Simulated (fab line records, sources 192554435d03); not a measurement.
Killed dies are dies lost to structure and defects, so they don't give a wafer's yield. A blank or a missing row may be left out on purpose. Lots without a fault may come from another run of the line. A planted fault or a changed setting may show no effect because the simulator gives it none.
Tool commonality check | flow n5_finfet | 13 lots, 36 wafers sampled

WHY IT WAS OPENED
At N5_BEOL_M9_OCD_MEAS_38 the reading trench_depth_nm is flagged on 3 of 13 lots. Wafers without a fault read 151.9 nm, standard deviation 2.6.
Rule: a lot is flagged when every wafer of it that has a number lies more than 4 standard deviations from that mean, or none has a number. The other lots count as sound.

lot  | measured     | on     | trench_depth_nm (nm), wafer by wafer | flag
L535 | day 10 14:01 | ocd-01 | 155.1 147.7 147.9                    |
L536 | day 10 19:49 | ocd-01 | 147.9 156.5 154.1                    |
L534 | day 10 19:53 | ocd-01 | 155.8 148.2 148.1                    |
L539 | day 11 14:43 | ocd-01 | 149.8 153.8 150.5                    |
L538 | day 11 15:02 | ocd-01 | 154.0 155.0 155.0                    |
L542 | day 11 15:13 | ocd-02 | 150.8 150.6                          |
L540 | day 11 15:27 | ocd-01 | 151.7 154.6 155.4                    |
L541 | day 11 23:04 | ocd-01 | 153.1 154.7                          |
L543 | day 12 16:56 | ocd-02 | 149.7 150.9 153.3                    |
L545 | day 13 13:44 | ocd-01 | 150.5 155.1                          |
L551 | day 14 02:41 | ocd-02 | 104.9 104.6 103.6                    | FLAGGED
L550 | day 14 07:23 | ocd-01 | 105.7 103.6 105.7                    | FLAGGED
L552 | day 14 12:47 | ocd-01 | 104.0 107.6 109.3                    | FLAGGED
The numbers of the flagged lots are 105.4 nm on average: -46.5 nm against the usual, or -18 standard deviations.

WHICH TOOL RAN EACH LOT
The record holds 3 process steps before the reading, out of a route of 1938 steps. In each cell: the tool, then ch and the chambers that the sampled wafers went through, then the start.
lot  | flag    | N5_BEOL_M9_HM_OPEN_17             | N5_BEOL_M9_ETCH_66                 | N5_BEOL_M9_TRENCH_ETCH_37
L535 |         | rie_metal-03 ch 0, day 10 12:30   | rie_diel-03 ch 0,1, day 10 13:38   | rie_diel-03 ch 0,1, day 10 13:50
L536 |         | rie_metal-03 ch 0,1, day 10 18:08 | rie_diel-04 ch 0,2,3, day 10 19:26 | rie_diel-04 ch 0,2,3, day 10 19:38
L534 |         | rie_metal-01 ch 0,1, day 10 18:15 | rie_diel-03 ch 1,3, day 10 19:31   | rie_diel-03 ch 1,3, day 10 19:43
L539 |         | rie_metal-02 ch 0,1, day 11 10:56 | rie_diel-03 ch 0,1,2, day 11 14:21 | rie_diel-03 ch 0,1,2, day 11 14:33
L538 |         | rie_metal-01 ch 0,1, day 11 11:33 | rie_diel-04 ch 1,3, day 11 14:39   | rie_diel-04 ch 1,3, day 11 14:51
L542 |         | rie_metal-02 ch 0, day 11 11:48   | rie_diel-03 ch 0,2, day 11 14:50   | rie_diel-03 ch 0,2, day 11 15:02
L540 |         | rie_metal-03 ch 0,1, day 11 11:47 | rie_diel-04 ch 2,3, day 11 15:04   | rie_diel-04 ch 2,3, day 11 15:17
L541 |         | rie_metal-02 ch 0,1, day 11 19:28 | rie_diel-04 ch 2,3, day 11 22:43   | rie_diel-04 ch 2,3, day 11 22:54
L543 |         | rie_metal-02 ch 0,1, day 12 13:59 | rie_diel-02 ch 0,1,3, day 12 16:35 | rie_diel-02 ch 0,1,3, day 12 16:46
L545 |         | rie_metal-01 ch 0,1, day 13 11:07 | rie_diel-02 ch 2,3, day 13 13:21   | rie_diel-02 ch 2,3, day 13 13:34
L551 | FLAGGED | rie_metal-02 ch 1, day 14 00:07   | rie_diel-03 ch 2,3, day 14 02:19   | rie_diel-03 ch 2,3, day 14 02:31
L550 | FLAGGED | rie_metal-02 ch 0,1, day 14 06:11 | rie_diel-03 ch 0,2,3, day 14 07:00 | rie_diel-03 ch 0,2,3, day 14 07:13
L552 | FLAGGED | rie_metal-01 ch 0,1, day 14 08:28 | rie_diel-04 ch 0,1,3, day 14 12:25 | rie_diel-04 ch 0,1,3, day 14 12:37
What these steps do:
- N5_BEOL_M9_HM_OPEN_17: chemistry Cl2/BCl3, target TiN, target depth 20 nm, overetch 6 nm.
- N5_BEOL_M9_ETCH_66: etches SOC in N2/H2, target depth 80 nm, overetch 16 nm, time 120 s.
- N5_BEOL_M9_TRENCH_ETCH_37: etches SiCOH lowk in C4F6/O2, target depth 151.43 nm, time 49 s.
- N5_BEOL_M9_OCD_MEAS_38

FLAGGED OVER TOTAL, TOOL BY TOOL (the gauges that took the reading come last)
step                      | tool         | lots run | flagged | share of the flagged lots | sound lots run after its first flagged lot
N5_BEOL_M9_HM_OPEN_17     | rie_metal-01 | 4        | 1       | some                      | 0
N5_BEOL_M9_HM_OPEN_17     | rie_metal-02 | 6        | 2       | some                      | 0
N5_BEOL_M9_HM_OPEN_17     | rie_metal-03 | 3        | 0       | none                      | -
N5_BEOL_M9_ETCH_66        | rie_diel-02  | 2        | 0       | none                      | -
N5_BEOL_M9_ETCH_66        | rie_diel-03  | 6        | 2       | some                      | 0
N5_BEOL_M9_ETCH_66        | rie_diel-04  | 5        | 1       | some                      | 0
N5_BEOL_M9_TRENCH_ETCH_37 | rie_diel-02  | 2        | 0       | none                      | -
N5_BEOL_M9_TRENCH_ETCH_37 | rie_diel-03  | 6        | 2       | some                      | 0
N5_BEOL_M9_TRENCH_ETCH_37 | rie_diel-04  | 5        | 1       | some                      | 0
N5_BEOL_M9_OCD_MEAS_38    | ocd-01       | 10       | 2       | some                      | 0
N5_BEOL_M9_OCD_MEAS_38    | ocd-02       | 3        | 1       | some                      | 0

WHAT THE TABLE ALLOWS
No row of the table ran every flagged lot.

WHAT THE SIMULATOR HAD PUT IN
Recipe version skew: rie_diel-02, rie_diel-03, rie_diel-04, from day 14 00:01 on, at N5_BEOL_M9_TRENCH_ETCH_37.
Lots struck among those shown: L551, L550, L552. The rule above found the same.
